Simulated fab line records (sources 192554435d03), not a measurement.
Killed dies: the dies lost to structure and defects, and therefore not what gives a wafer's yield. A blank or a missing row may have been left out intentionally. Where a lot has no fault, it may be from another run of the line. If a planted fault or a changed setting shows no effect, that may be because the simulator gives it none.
Struck lot and sound lot, side by side || flow n5 finfet || 20 out of 1938 route steps
Sound: these wafers, L659.1, L659.2, L659.3. Wafers struck: L664.3, L664.5, L664.6. The cause comes at the end.
At each step with rows: each side's tool, then ch and its chambers, then its first start. Under that, the readings that differ: sound wafers || struck wafers || difference of the means || sigmas: that difference in standard deviations of wafers without a fault.
alike: readings whose means differ by less than 2 such deviations, and words and numbers that are the same on both sides. not compared: withheld readings, readings that some wafer has no value for, bounds like >300 that may hide the same value, and numbers for which the record gives no deviation and whose values overlap.
A row with sigmas, a row that says differs or no value, or rows on one side alone: a step with any of these is where the two part. Numbers that don't overlap but have no deviation are shown without sigmas and don't part them. A reading missing from all wafers of one side parts the sides only when that side holds two or more wafers.

N5_WELL_APT_RTA_34: time 10 s.
  sound on rtp anneal-01 ch 0, day 3 03:50; struck on rtp anneal-02 ch 0, day 4 11:01
  alike: lamp power pct, wafer_temp_C_max
then, 4 steps without rows for these wafers: N5_WELL_APT_OXIDE_STRIP_42 (strips SiO2 in dHF, time 45 s, target depth 12 nm); N5_WELL_APT_PRECLEAN_36 (cleans in O3/DIW, time 45 s); N5_WELL_APT_PRECLEAN_39 (cleans in dHF, time 60 s); N5_WELL_APT_SRD_37 (time 30 s).
N5_WELL_APT_EPI_41: deposits Si from SiH4/H2, target thk 50 nm, time 297.7 s.
  sound on epi rpcvd-03 ch 0, day 3 04:04; struck on epi rpcvd-03 ch 0, day 4 11:25
  alike: throttle valve pct
N5_WELL_APT_INSPECT_38: inspects for defects (darkfield).
  sound: defect inspect-01 at day 3 04:43; struck: defect inspect-02 at day 4 11:51
  alike: raw defect count
N5_PMOS_HMC_CHANNEL_EPI_HM_DEP_34: deposits SiO2 from TEOS/O2, target thk 36 nm, time 6.9 s.
  sound on pecvd-04 ch 0,1,2, day 3 04:44; struck on pecvd-02 ch 0,1,2, day 4 11:53
  alike: heater power w, showerhead plenum p Torr, throttle valve pct
then, 4 steps without rows for these wafers: N5_PMOS_HMC_CHANNEL_EPI_COAT_31 (time 60 s, resist thk 66 nm); N5_PMOS_HMC_CHANNEL_EPI_COAT_03 (resist thk 205 nm); N5_PMOS_HMC_CHANNEL_EPI_EBR_05; N5_PMOS_HMC_CHANNEL_EPI_SOFTBAKE_04 (time 60 s).
N5_PMOS_HMC_CHANNEL_EPI_EXPOSE_06: exposes mask PMOS HMC BLK, target cd 240 nm.
  sound on arfi scanner-01 ch 0, day 3 05:01; struck on arfi scanner-03 ch 0, day 4 12:04
{"reading": "model.PMOS_HMC_CHANNEL_EPI.overlay x nm (nm)", "sound": "0.2724 0.2724 0.2724", "struck": "56.07 56.07 56.07", "difference": "+55.80", "sigmas": ""}
  alike: mask, stage vel mm s
then, 2 steps without rows for these wafers: N5_PMOS_HMC_CHANNEL_EPI_PEB_07 (peb time 60 s); N5_PMOS_HMC_CHANNEL_EPI_DEVELOP_08 (develop time 30 s).
N5_PMOS_HMC_CHANNEL_EPI_CD_MEAS_09 targets a cd of 237.4 nm.
  sound on cd sem-03 ch 0, day 3 05:09; struck on cd sem-01 ch 0, day 4 12:10
  alike: cd nm
N5_PMOS_HMC_CHANNEL_EPI_OVL_MEAS_10:
  sound on overlay-01 ch 0, day 3 05:11; struck on overlay-02 ch 0, day 4 12:12
{"reading": "PMOS_HMC_BLK_OVL (nm)", "sound": "-1.2 -0.2 -1.6", "struck": "56.8 57.2 58.0", "difference": "+58.3", "sigmas": "+78"}
N5_PMOS_HMC_CHANNEL_EPI_INSPECT_11: inspects for defects (macro).
  sound: defect inspect-01 at day 3 05:12; struck: defect inspect-01 at day 4 12:13
  alike: raw defect count
-- the record jumps here: 6 days lie between the struck wafers' starts before and after (it left off in module PMOS_HMC_CHANNEL_EPI and takes up again in module BEOL_M4, whose first step shown is number 1111 of the route) --
N5_BEOL_M4_RC_MEAS_101:
  sound on prober-01 ch 0, day 10 07:47; struck on prober-02 ch 0, day 10 20:19
  alike: DIBL_N, DIBL_P, IOFF_N, IOFF_P, ION_N, ION_P, SS_N, SS_P, VT_N, VT_P
-- a jump in the record: the struck wafers' starts before and after are 5 days apart (it breaks off in module BEOL_M4 and resumes in module PASSIVATION, where the first step shown is number 1936 of the route) --
N5_PASSIVATION_PROBE_49:
  sound: prober-01 at day 14 16:52; struck: prober-01 at day 15 09:47
{"reading": "killed short", "sound": "20 26 24", "struck": "31 38 49", "difference": "+16", "sigmas": "+2"}
  alike: defect limited yield, killed_at_M0_to_M3, killed_at_M4_up, killed at contacts, killed at front end, killed at other, killed dies, killed open, sort_bin_5_function, sort_bin_6_memory, sort n pass, sort yield pct

WHERE THEY PART
Last at N5_PASSIVATION_PROBE_49 as far as this record goes, first at N5_PMOS_HMC_CHANNEL_EPI_OVL_MEAS_10.

WHY: what the simulator had put in
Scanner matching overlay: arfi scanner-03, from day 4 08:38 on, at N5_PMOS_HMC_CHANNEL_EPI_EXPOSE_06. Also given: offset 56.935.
